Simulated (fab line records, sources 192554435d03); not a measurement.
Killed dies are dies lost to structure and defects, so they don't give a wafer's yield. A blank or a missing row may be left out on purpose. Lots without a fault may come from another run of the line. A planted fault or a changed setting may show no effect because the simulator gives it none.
fab line records | flow n5_finfet
record lots=6 wafers=18 last_day=17
route steps=1938 shown WELL_APT@20 PMOS_HMC_CHANNEL_EPI@57 BEOL_M4@1111
lots that met no fault: from a run of the same line without faults
start_h: hours from the record's first day to the start of the lot's first wafer shown | wait_h: hours since the lot's step before | " the same as in the row above | L1.1+2: a row that stands for several wafers | - no value, or no start given | * or withheld: withheld | < > ~ a bound
route shown NAME@n: a module of which the file shows steps, and the number in the route of the first | usual: mean/standard deviation of fault-free wafers | same: alike in all rows | chamber/n: place in a boat | sites: the reading at each site | _std_site: their standard deviation | _edge_site: outer sites' mean less inner sites' | radius_mm: how far each site lies from the wafer's centre | mask NAME#n: copy n | behind: the tool/chamber that last shaped the wafer | hold: why the lot was held/for how many hours/how that ended | device: the transistor (n, p or np) that didn't switch | end of line: the same wafers' tests at the end of the route | a step without rows: its recipe alone | killed: dies lost to structure and defects at the first sort, not the wafer's yield | map: a wafer's dies, x killed, . not, _ none there
set.NAME: the setting as run; set.NAME@STEP: as run at that earlier step | model.NAME: the simulator's own value behind a step, which no gauge read
lots at some steps of the route; a table a step, a row a wafer
services: from which hour (start_h, from the record's first day; less than 0 if before it) a tool's chamber was out of use, for how many hours, and why
## steps
# step N5_WELL_APT_HMDS_01
# recipe time_s=60 temp_c=120
# step N5_WELL_APT_COAT_02
# recipe spin_rpm=1357 resist_thk_nm=950
# step N5_WELL_APT_EBR_04
# recipe solvent=PGMEA ebr_width_mm=1.5
# step N5_WELL_APT_SOFTBAKE_03
# recipe temp_c=130 time_s=60
# step N5_WELL_APT_EXPOSE_05
# recipe mask_id=NWELL na=0.8 source_shape=conventional sigma_outer=0.8 polarization=unpolarized defocus_nm=0 target_cd_nm=200 dose_mj=20.3
# step N5_WELL_APT_PEB_06
# recipe peb_temp_c=130 peb_time_s=90
# step N5_WELL_APT_DEVELOP_07
# recipe develop_time_s=45 rinse_liquid=surfactant_rinse dry=air_spin dev_temp_c=21
# step N5_WELL_APT_HARDBAKE_12
# recipe temp_c=130 time_s=120
# step N5_WELL_APT_CD_MEAS_08
# recipe target_cd_nm=200 landing_energy_ev=500 detector=se_inlens
# usual cd_nm=199.7/1.6
# same landing_energy_ev=500
# columns lot.wafer tool chamber start_h wait_h cd_nm
L222.2 cd_sem-01 0 25.92 - 200.5
L222.5 " 0 " " 200.3
L222.6 " 0 " " 198.9
L228.2 cd_sem-02 0 61.61 - 199.0
L228.3 " 0 " " 199.2
L228.5 " 0 " " 198.9
L231.1 cd_sem-01 0 79.84 - 198.6
L231.3 " 0 " " 199.8
L231.4 " 0 " " 196.8
L237.2 cd_sem-03 0 115.69 - 198.3
L237.3 " 0 " " 196.8
L237.6 " 0 " " 197.0
L238.2 cd_sem-03 0 121.60 - 200.1
L238.4 " 0 " " 202.4
L238.5 " 0 " " 202.3
L243.2 cd_sem-01 0 151.68 - 199.0
L243.4 " 0 " " 200.5
L243.6 " 0 " " 199.1
# step N5_WELL_APT_OVL_MEAS_09
# recipe points_per_wafer=44
# usual NWELL_OVL=0/6.2
# columns lot.wafer tool chamber start_h wait_h NWELL_OVL[nm]
L222.2 overlay-01 0 25.95 0.0 0
L222.5 " 0 " " -6
L222.6 " 0 " " 2
L228.2 overlay-02 0 61.64 0.0 2
L228.3 " 0 " " -9
L228.5 " 0 " " -12
L231.1 overlay-01 0 79.88 0.0 8
L231.3 " 0 " " 7
L231.4 " 0 " " 4
L237.2 overlay-01 0 115.72 0.0 -7
L237.3 " 0 " " -9
L237.6 " 0 " " -8
L238.2 overlay-02 0 121.63 0.0 -9
L238.4 " 0 " " -1
L238.5 " 0 " " -5
L243.2 overlay-01 0 151.71 0.0 2
L243.4 " 0 " " -1
L243.6 " 0 " " -1
# step N5_WELL_APT_INSPECT_10
# recipe mode=adi inspect_instrument=macro
# usual raw_defect_count=2.3/1.6
# columns lot.wafer tool chamber start_h wait_h raw_defect_count
L222.2 defect_inspect-02 - 25.97 0.0 2
L222.5 " - " " 1
L222.6 " - " " 3
L228.2 defect_inspect-01 - 61.66 0.0 1
L228.3 " - " " 3
L228.5 " - " " 2
L231.1 defect_inspect-01 - 79.90 0.0 2
L231.3 " - " " 0
L231.4 " - " " 0
L237.2 defect_inspect-02 - 115.75 0.0 1
L237.3 " - " " 7
L237.6 " - " " 4
L238.2 defect_inspect-01 - 121.65 0.0 3
L238.4 " - " " 2
L238.5 " - " " 4
L243.2 defect_inspect-02 - 151.73 0.0 1
L243.4 " - " " 6
L243.6 " - " " 0
# step N5_WELL_APT_DESCUM_13
# recipe chemistry=O2 time_s=7.9 source_power_w=50 bias_power_w=20 pressure_mtorr=20 rf_frequency_hz=2.712e+07 temp_c=40 o2_flow_sccm=225
# usual drypump_motor_current_A=5.7/0.54 oes_product_au=0.84/0.087 rf_vpp_V=243.6/1.6 showerhead_plenum_p_Torr=2.12/0.089 throttle_valve_pct=20.38/0.17
# columns lot.wafer tool chamber start_h wait_h drypump_motor_current_A oes_product_au rf_hours_counter_h rf_vpp_V showerhead_plenum_p_Torr throttle_valve_pct
L222.2 rie_diel-01 0 26.01 0.0 6.1 0.77 167 241.0 1.99 20.52
L222.5 " 2 " " 6.4 0.75 - 243.6 2.06 20.34
L222.6 " 1 " " 5.3 0.75 - 241.9 2.09 20.42
L228.2 rie_diel-01 0 62.02 0.4 6.1 0.75 176 240.1 1.99 20.52
L228.3 " 2 " " 6.4 0.74 210 242.2 2.05 20.37
L228.5 " 1 " " 5.3 0.73 - 242.9 2.09 20.45
L231.1 rie_diel-02 2 79.93 0.0 5.7 0.86 40 245.4 2.25 20.40
L231.3 " 3 " " 4.8 0.89 32 244.2 2.04 20.43
L231.4 " 0 " " 5.8 0.96 2 242.7 2.13 19.94
L237.2 rie_diel-01 3 115.98 0.2 5.7 0.91 11 243.0 2.05 20.35
L237.3 " 0 " " 6.1 0.74 199 242.7 1.98 20.57
L237.6 " 1 " " 5.3 0.72 - 241.0 2.08 20.49
L238.2 rie_diel-01 0 122.71 1.1 6.1 0.73 203 241.8 1.98 20.58
L238.4 " 1 " " 5.3 0.72 192 242.6 2.08 20.49
L238.5 " 1 " " 5.3 0.72 - 242.0 2.08 20.48
L243.2 rie_diel-02 3 152.01 0.3 4.8 0.84 64 243.1 2.03 20.49
L243.4 " 0 " " 5.8 0.87 32 243.9 2.12 20.01
L243.6 " 3 " " 4.8 0.84 - 243.3 2.03 20.48
# step N5_WELL_APT_IMPLANT_14
# recipe species=P energy_kev=160 dose_cm2=1.5e+13 tilt_deg=0 rotation_deg=0
# usual dose_ions_cm2=1.4999e+13/1.6e+10 faraday_current_uA=190/3.9
# columns lot.wafer tool chamber start_h wait_h dose_ions_cm2 faraday_current_uA
L222.2 implanter-02 0 26.14 0.1 1.4987e+13 194
L222.5 " 0 " " 1.4972e+13 188
L222.6 " 0 " " 1.4988e+13 198
L228.2 implanter-01 0 62.15 0.1 1.6711e+13 214
L228.3 " 0 " " 1.6676e+13 201
L228.5 " 0 " " 1.6692e+13 222
L231.1 implanter-01 0 80.03 0.1 1.6686e+13 208
L231.3 " 0 " " 1.6683e+13 213
L231.4 " 0 " " 1.6691e+13 213
L237.2 implanter-02 0 116.11 0.1 1.5014e+13 192
L237.3 " 0 " " 1.5012e+13 186
L237.6 " 0 " " 1.4996e+13 186
L238.2 implanter-02 0 122.84 0.1 1.4986e+13 195
L238.4 " 0 " " 1.4996e+13 189
L238.5 " 0 " " 1.5011e+13 201
L243.2 implanter-01 0 152.13 0.1 1.5001e+13 191
L243.4 " 0 " " 1.5023e+13 194
L243.6 " 0 " " 1.4998e+13 192
# step N5_WELL_APT_IMPLANT_15
# recipe species=As energy_kev=25 dose_cm2=1.5e+13 tilt_deg=0 rotation_deg=0
# step N5_WELL_APT_STRIP_16
# recipe chemistry=SPM time_s=900 temp_c=130 h2so4_h2o2_vol_ratio=4 dry=ipa_marangoni
# step N5_WELL_APT_HMDS_18
# recipe time_s=60 temp_c=120
# step N5_WELL_APT_COAT_19
# recipe spin_rpm=1357 resist_thk_nm=950
# step N5_WELL_APT_EBR_21
# recipe solvent=PGMEA ebr_width_mm=1.5
# step N5_WELL_APT_SOFTBAKE_20
# recipe temp_c=130 time_s=60
# step N5_WELL_APT_EXPOSE_22
# recipe mask_id=PWELL na=0.8 source_shape=conventional sigma_outer=0.8 polarization=unpolarized defocus_nm=0 target_cd_nm=200 dose_mj=23.2
# step N5_WELL_APT_PEB_23
# recipe peb_temp_c=130 peb_time_s=90
# step N5_WELL_APT_DEVELOP_24
# recipe develop_time_s=45 rinse_liquid=surfactant_rinse dry=air_spin dev_temp_c=21
# step N5_WELL_APT_HARDBAKE_29
# recipe temp_c=130 time_s=120
# step N5_WELL_APT_CD_MEAS_25
# recipe target_cd_nm=200 landing_energy_ev=500 detector=se_inlens
# usual cd_nm=200.8/2
# same landing_energy_ev=500
# columns lot.wafer tool chamber start_h wait_h cd_nm
L222.2 cd_sem-01 0 27.04 - 201.8
L222.5 " 0 " " 199.6
L222.6 " 0 " " 198.9
L228.2 cd_sem-03 0 63.18 - 195.8
L228.3 " 0 " " 198.8
L228.5 " 0 " " 197.6
L231.1 cd_sem-03 0 81.33 - 198.9
L231.3 " 0 " " 202.7
L231.4 " 0 " " 199.1
L237.2 cd_sem-02 0 117.14 - 201.8
L237.3 " 0 " " 203.6
L237.6 " 0 " " 203.1
L238.2 cd_sem-02 0 123.87 - 202.2
L238.4 " 0 " " 202.7
L238.5 " 0 " " 202.1
L243.2 cd_sem-03 0 153.16 - 201.3
L243.4 " 0 " " 204.4
L243.6 " 0 " " 202.9
# step N5_WELL_APT_OVL_MEAS_26
# recipe points_per_wafer=44
# usual PWELL_OVL=0/4.7
# columns lot.wafer tool chamber start_h wait_h PWELL_OVL[nm]
L222.2 overlay-01 0 27.07 0.0 3
L222.5 " 0 " " 7
L222.6 " 0 " " 0
L228.2 overlay-02 0 63.21 0.0 12
L228.3 " 0 " " 9
L228.5 " 0 " " 5
L231.1 overlay-01 0 81.36 0.0 -2
L231.3 " 0 " " 5
L231.4 " 0 " " 7
L237.2 overlay-02 0 117.17 0.0 3
L237.3 " 0 " " 2
L237.6 " 0 " " 2
L238.2 overlay-02 0 123.90 0.0 3
L238.4 " 0 " " -2
L238.5 " 0 " " -4
L243.2 overlay-01 0 153.19 0.0 2
L243.4 " 0 " " 0
L243.6 " 0 " " 0
# step N5_WELL_APT_INSPECT_27
# recipe mode=adi inspect_instrument=macro
# usual raw_defect_count=2.1/1.6
# columns lot.wafer tool chamber start_h wait_h raw_defect_count
L222.2 defect_inspect-02 - 27.09 0.0 2
L222.5 " - " " 0
L222.6 " - " " 0
L228.2 defect_inspect-01 - 63.23 0.0 3
L228.3 " - " " 0
L228.5 " - " " 3
L231.1 defect_inspect-02 - 81.39 0.0 1
L231.3 " - " " 3
L231.4 " - " " 3
L237.2 defect_inspect-02 - 117.20 0.0 0
L237.3 " - " " 0
L237.6 " - " " 3
L238.2 defect_inspect-01 - 123.92 0.0 2
L238.4 " - " " 2
L238.5 " - " " 2
L243.2 defect_inspect-02 - 153.22 0.0 2
L243.4 " - " " 1
L243.6 " - " " 2
# step N5_WELL_APT_DESCUM_30
# recipe chemistry=O2 time_s=7.9 source_power_w=50 bias_power_w=20 pressure_mtorr=20 rf_frequency_hz=2.712e+07 temp_c=40 o2_flow_sccm=225
# usual drypump_motor_current_A=5.6/0.53 oes_product_au=0.82/0.09 rf_vpp_V=243.2/1.6 showerhead_plenum_p_Torr=2.10/0.087 throttle_valve_pct=20.41/0.19
# columns lot.wafer tool chamber start_h wait_h drypump_motor_current_A oes_product_au rf_hours_counter_h rf_vpp_V showerhead_plenum_p_Torr throttle_valve_pct
L222.2 rie_diel-06 3 27.13 0.0 5.1 0.95 5 245.5 2.21 20.23
L222.5 " 2 " " 5.5 0.69 - 240.8 1.97 20.83
L222.6 " 3 " " 5.2 0.96 - 244.8 2.21 20.25
L228.2 rie_diel-02 1 63.27 0.0 5.6 0.92 15 244.9 2.14 20.13
L228.3 " 3 " " 4.7 0.92 25 243.0 2.04 20.41
L228.5 " 1 " " 5.6 0.92 - 243.6 2.14 20.12
L231.1 rie_diel-02 3 81.42 0.0 4.7 0.89 32 242.9 2.04 20.43
L231.3 " 2 " " 5.8 0.86 41 244.5 2.25 20.40
L231.4 " 1 " " 5.6 0.91 20 244.6 2.14 20.16
L237.2 rie_diel-01 0 117.36 0.2 6.1 0.73 200 241.9 1.98 20.56
L237.3 " 2 " " 6.4 0.72 233 242.1 2.05 20.39
L237.6 " 1 " " 5.3 0.72 - 241.7 2.08 20.49
L238.2 rie_diel-01 2 125.76 1.8 6.4 0.72 238 243.0 2.04 20.41
L238.4 " 1 " " 5.3 0.71 194 242.4 2.08 20.49
L238.5 " 0 " " 6.1 0.73 - 241.3 1.98 20.56
L243.2 rie_diel-06 0 153.37 0.1 5.3 0.91 11 245.0 2.25 20.51
L243.4 " 2 " " 5.4 0.91 26 245.1 2.23 20.47
L243.6 " 0 " " 5.3 0.92 - 246.0 2.25 20.50
# step N5_WELL_APT_IMPLANT_31
# recipe species=B energy_kev=60 dose_cm2=1.5e+13 tilt_deg=0 rotation_deg=0
# step N5_WELL_APT_IMPLANT_32
# recipe species=BF2 energy_kev=50 dose_cm2=2e+13 tilt_deg=0 rotation_deg=0
# step N5_WELL_APT_STRIP_33
# recipe chemistry=SPM time_s=900 temp_c=130 h2so4_h2o2_vol_ratio=4 dry=ipa_marangoni
# step N5_WELL_APT_RTA_34
# recipe temp_c=1000 time_s=10 ambient=N2 idle_temp_c=600 ramp_up_c_per_s=150 ramp_down_c_per_s=60 cool_to_c=600
# usual lamp_power_pct=13.01/0.055 lamp_zone_2_pct=12.993/0.029 wafer_temp_C_max=1003.5/0.96
# columns lot.wafer tool chamber start_h wait_h lamp_power_pct lamp_zone_2_pct wafer_temp_C_max
L222.2 rtp_anneal-02 0 27.91 0.0 13.07 13.006 1002.3
L222.5 " 0 " " 13.01 12.993 1005.2
L222.6 " 0 " " 12.90 13.014 1003.4
L228.2 rtp_anneal-02 0 64.32 0.3 12.98 12.952 1004.1
L228.3 " 0 " " 12.95 12.989 1003.0
L228.5 " 0 " " 13.13 12.986 1004.2
L231.1 rtp_anneal-01 0 82.48 0.1 13.13 13.089 1004.7
L231.3 " 0 " " 12.98 12.978 1003.8
L231.4 " 0 " " 12.98 13.011 1002.7
L237.2 rtp_anneal-02 0 118.30 0.2 12.94 12.973 1002.2
L237.3 " 0 " " 12.99 12.942 1003.3
L237.6 " 0 " " 13.13 13.005 1003.6
L238.2 rtp_anneal-01 0 126.55 0.0 12.95 12.952 1004.1
L238.4 " 0 " " 12.97 12.981 1002.7
L238.5 " 0 " " 12.93 12.965 1002.8
L243.2 rtp_anneal-01 0 154.15 0.0 12.98 12.989 1005.0
L243.4 " 0 " " 13.04 12.931 1003.1
L243.6 " 0 " " 12.90 13.014 1004.9
# step N5_WELL_APT_OXIDE_STRIP_42
# recipe chemistry=dHF dilution=25:1 time_s=45 temp_c=25 target=SiO2 target_depth_a=120
# step N5_WELL_APT_PRECLEAN_36
# recipe chemistry=O3/DIW time_s=45 temp_c=22 o3_ppm=10
# step N5_WELL_APT_PRECLEAN_39
# recipe chemistry=dHF time_s=60 dilution=150:1 temp_c=25
# step N5_WELL_APT_SRD_37
# recipe dry=ipa_marangoni do_ppb=5 time_s=30 temp_c=23 rinse_liquid=diw
# step N5_WELL_APT_EPI_41
# recipe material=Si target_thk_a=500 temp_c=650 precursor=SiH4/H2 pressure_torr=20 time_s=297.7
# usual susceptor_temp_C_max=651.8/0.39 throttle_valve_pct=11.8/0.51
# columns lot.wafer tool chamber start_h wait_h susceptor_temp_C_max throttle_valve_pct
L222.2 epi_rpcvd-02 0 29.11 0.9 651.6 12.1
L222.5 " 0 " " 651.7 12.3
L222.6 " 0 " " 652.1 12.1
L228.2 epi_rpcvd-02 0 64.64 0.1 651.7 12.2
L228.3 " 0 " " 651.3 12.1
L228.5 " 0 " " 652.1 12.1
L231.1 epi_rpcvd-03 0 82.73 0.0 651.2 11.8
L231.3 " 0 " " 651.1 11.8
L231.4 " 0 " " 651.2 11.9
L237.2 epi_rpcvd-04 0 118.62 0.1 651.7 10.9
L237.3 " 0 " " 652.2 10.9
L237.6 " 0 " " 652.1 10.7
L238.2 epi_rpcvd-03 0 126.87 0.1 651.5 11.6
L238.4 " 0 " " 651.9 11.8
L238.5 " 0 " " 651.5 11.8
L243.2 epi_rpcvd-03 0 154.48 0.1 652.2 11.8
L243.4 " 0 " " 651.7 11.8
L243.6 " 0 " " 651.4 12.0
# step N5_WELL_APT_INSPECT_38
# recipe inspect_instrument=darkfield mode=post_epi
# usual raw_defect_count=12/4.9
# columns lot.wafer tool chamber start_h wait_h raw_defect_count
L222.2 defect_inspect-01 - 29.65 0.4 8
L222.5 " - " " 11
L222.6 " - " " 6
L228.2 defect_inspect-02 - 65.18 0.4 25
L228.3 " - " " 7
L228.5 " - " " 10
L231.1 defect_inspect-01 - 83.85 0.9 9
L231.3 " - " " 8
L231.4 " - " " 11
L237.2 defect_inspect-02 - 119.15 0.4 15
L237.3 " - " " 17
L237.6 " - " " 11
L238.2 defect_inspect-02 - 127.41 0.4 27
L238.4 " - " " 16
L238.5 " - " " 9
L243.2 defect_inspect-02 - 155.02 0.4 9
L243.4 " - " " 11
L243.6 " - " " 11
# step N5_PMOS_HMC_CHANNEL_EPI_HM_DEP_34
# recipe material=SiO2 target_thk_a=360 temp_c=400 precursor=TEOS/O2 pressure_torr=6.5 rf_w=900 teos_flow_sccm=161.4 gas=O2 flow_sccm=2650 time_s=6.9
# usual heater_power_w=525/110 showerhead_plenum_p_Torr=8.36/0.034 throttle_valve_pct=19.0/1.3
# columns lot.wafer tool chamber start_h wait_h heater_power_w showerhead_plenum_p_Torr throttle_valve_pct
L222.2 pecvd-02 1 29.68 0.0 616 8.32 18.8
L222.5 " 1 " " 612 8.34 18.7
L222.6 " 0 " " 729 8.33 18.1
L228.2 pecvd-02 1 65.21 0.0 591 8.36 19.0
L228.3 " 0 " " 684 8.32 18.4
L228.5 " 2 " " 663 8.30 17.9
L231.1 pecvd-02 2 83.89 0.0 739 8.29 18.0
L231.3 " 1 " " 540 8.35 18.8
L231.4 " 1 " " 545 8.33 18.7
L237.2 pecvd-03 0 119.19 0.0 508 8.34 21.0
L237.3 " 1 " " 358 8.39 17.7
L237.6 " 2 " " 621 8.32 17.6
L238.2 pecvd-01 0 127.44 0.0 516 8.43 20.9
L238.4 " 1 " " 498 8.35 18.8
L238.5 " 2 " " 495 8.36 19.1
L243.2 pecvd-03 0 155.06 0.0 483 8.34 20.9
L243.4 " 1 " " 418 8.39 17.2
L243.6 " 0 " " 478 8.33 21.1
# step N5_PMOS_HMC_CHANNEL_EPI_COAT_31
# recipe resist=BARC temp_c=205 time_s=60 spin_rpm=1500 resist_thk_nm=66
# step N5_PMOS_HMC_CHANNEL_EPI_COAT_03
# recipe resist=CAR-ArF-block spin_rpm=1500 resist_thk_nm=205
# step N5_PMOS_HMC_CHANNEL_EPI_EBR_05
# recipe solvent=PGMEA ebr_width_mm=1.5
# step N5_PMOS_HMC_CHANNEL_EPI_SOFTBAKE_04
# recipe temp_c=110 time_s=60 resist=CAR-ArF-block
# step N5_BEOL_M4_RC_MEAS_101
# usual DIBL_N=36.1/1.5 DIBL_P=36.1/1.9 IOFF_N=0.159/0.029 IOFF_P=0.21/0.038 ION_N=675/11 ION_P=464/8.1 RS_NWELL=1037/6.6 SS_N=71.5/0.57 SS_P=73.3/0.64 VT_N=249/3.1 VT_P=-250/3.8
# columns lot.wafer tool chamber start_h wait_h DIBL_N[mV/V] DIBL_P[mV/V] IOFF_N[nA/um] IOFF_P[nA/um] ION_N[uA/um] ION_P[uA/um] RS_NWELL[ohm/sq] SS_N[mV/dec] SS_P[mV/dec] VT_N[mV] VT_P[mV]
L222.2 prober-02 0 176.86 0.2 36.9 38.1 0.187 0.27 691 478 1038 71.6 74.2 245 -242
L222.5 " 0 " " 36.5 38.2 0.179 0.27 692 479 1048 72.5 73.7 248 -245
L222.6 " 0 " " 35.3 35.5 0.145 0.21 675 465 1039 72.1 73.7 250 -249
L228.2 prober-02 0 219.24 0.2 35.0 34.7 0.118 0.18 663 461 971 71.4 72.0 255 -255
L228.3 " 0 " " 35.2 35.0 0.128 0.19 659 454 979 71.9 72.3 252 -250
L228.5 " 0 " " 34.5 34.3 0.118 0.18 666 462 975 71.0 72.7 254 -254
L231.1 prober-01 0 226.72 0.0 35.2 34.5 0.148 0.24 674 467 973 71.2 73.2 250 -246
L231.3 " 0 " " 38.9 38.2 0.232 0.31 695 477 986 72.1 74.8 242 -240
L231.4 " 0 " " 37.5 37.0 0.194 0.28 686 480 967 72.1 74.1 246 -243
L237.2 prober-01 0 269.68 0.2 38.5 38.9 0.187 0.21 665 456 1031 72.4 73.6 249 -254
L237.3 " 0 " " 36.2 37.3 0.151 0.18 662 446 1032 71.6 72.8 254 -256
L237.6 " 0 " " 37.5 38.5 0.180 0.20 678 460 1033 72.7 73.3 248 -253
L238.2 prober-01 0 274.21 0.2 34.7 36.8 0.152 0.21 679 465 1047 71.5 73.2 249 -249
L238.4 " 0 " " 37.4 40.7 0.218 0.29 696 479 1039 72.7 74.3 245 -247
L238.5 " 0 " " 35.5 37.2 0.162 0.22 684 468 1044 71.3 72.6 248 -247
L243.2 prober-01 0 321.60 0.2 36.2 37.9 0.192 0.27 679 475 1037 71.6 74.0 246 -244
L243.4 " 0 " " 34.7 35.0 0.153 0.21 683 473 1031 71.3 73.3 249 -250
L243.6 " 0 " " 36.2 36.5 0.183 0.23 682 463 1047 71.3 74.1 248 -248
## services
# columns tool chamber start_h hours kind
epi_rpcvd-02 - 16.21 6.0 pm
epi_rpcvd-04 - 17.28 30.2 repair
rtp_anneal-01 - 23.89 57.7 pm
epi_rpcvd-03 - 38.28 8.1 pm
rie_diel-01 0 40.40 11.1 repair
pecvd-02 - 41.20 1.9 repair
pecvd-01 - 51.89 6.0 pm
pecvd-03 - 57.00 6.0 pm
rie_diel-01 3 59.68 14.2 repair
pecvd-03 - 63.00 2.8 pm
rie_diel-01 - 68.27 2.8 pm
rie_diel-02 1 68.50 2.2 repair
rie_diel-06 0 68.51 6.8 repair
pecvd-01 - 73.06 0.9 repair
rie_diel-01 3 73.94 - clean
rie_diel-06 2 83.58 4.7 repair
rie_diel-02 2 92.12 3.4 repair
pecvd-02 2 96.05 17.3 repair
rie_diel-06 - 104.51 28.1 pm
pecvd-02 - 123.70 1.1 repair
pecvd-01 - 123.82 1.4 repair
implanter-01 - 125.82 2.6 pm
pecvd-02 2 135.92 18.3 repair
rie_diel-02 0 145.20 4.2 repair
## key
first_sign step=N5_WELL_APT_IMPLANT_14 reading=dose_ions_cm2 direction=up sigmas=99+ usual=1.4999e+13 struck=1.669e+13
effect step=N5_WELL_APT_IMPLANT_14 reading=faraday_current_uA direction=up sigmas=5.6 usual=190 struck=212
effect step=N5_BEOL_M4_RC_MEAS_101 reading=RS_NWELL direction=down sigmas=9.4 usual=1037 struck=975
met_at N5_WELL_APT_IMPLANT_14
struck_wafers L228.2,L228.3,L228.5,L231.1,L231.3,L231.4
baseline_loss step=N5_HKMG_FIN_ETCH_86 wafers=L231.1
fault kind=process_parameter_drift tool=implanter-01 chamber=- onset_h=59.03 steps=N5_WELL_APT_IMPLANT_14 channel=dose_cm2 offset=1.707e+12 shape=step end_h=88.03 acts_in=these_recipes_only stated=1.5e+13
# baseline_loss: these wafers lose ten dies or more at that step, a loss of the line's own and not of a fault; the sort's usual values leave them out
